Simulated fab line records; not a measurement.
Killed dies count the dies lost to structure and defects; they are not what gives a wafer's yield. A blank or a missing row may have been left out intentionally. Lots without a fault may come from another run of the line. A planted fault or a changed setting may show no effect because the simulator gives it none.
Chamber matching :: flow n5_finfet :: 3 sister chambers for N5_BEOL_M4_DEP_57 on pecvd-01
The step deposits SiCN from 3MS/NH3, target thk 8 nm, time 14 s. 3 wafers are shown with their chamber, then 7 later ones without.

## WAFERS PAIRED WITH THEIR CHAMBERS
wafer: L081.6
chamber: 0
throttle_valve_pct (%): 8.9

wafer: L083.3
chamber: 2
throttle_valve_pct (%): 9.0

wafer: L085.5
chamber: 1
throttle_valve_pct (%): 8.5

## WAFERS WITH NO CHAMBER GIVEN
wafer: L085.6
throttle_valve_pct (%): 9.1

wafer: L095.1
throttle_valve_pct (%): 8.9

wafer: L095.3
throttle_valve_pct (%): 9.1

wafer: L095.6
throttle_valve_pct (%): 8.9

wafer: L097.1
throttle_valve_pct (%): 9.3

wafer: L097.3
throttle_valve_pct (%): 9.1

wafer: L097.6
throttle_valve_pct (%): 9.1

## EACH ONE'S CHAMBER
wafer: L085.6
from the rows above: can't be placed: 2 or 0
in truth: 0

wafer: L095.1
from the rows above: can't be placed: 0 or 2
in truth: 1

wafer: L095.3
from the rows above: can't be placed: 2 or 0
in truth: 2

wafer: L095.6
from the rows above: can't be placed: 0 or 2
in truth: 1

wafer: L097.1
from the rows above: can't be placed: 2 or 0
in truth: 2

wafer: L097.3
from the rows above: can't be placed: 2 or 0
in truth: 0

wafer: L097.6
from the rows above: can't be placed: 2 or 0
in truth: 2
Correct placement for 0 of the 7. Cannot be placed on the basis of these rows: 7; the candidates contain the true chamber in 5. Placed wrongly: 0.
How it was worked out, from the rows above alone: a wafer's distance from a chamber is the root of the sum, over the readings, of the square of ((its reading less the chamber's mean) divided by the reading's scatter). If the next closest chamber is less than 2 further off than the closest, the wafer can't be placed; otherwise it belongs to the closest. The mean given for a chamber averages the wafers shown for that chamber. The scatter: with one shown wafer a chamber, the root of the mean of the squares of how far each hidden wafer lies from its nearest shown one.
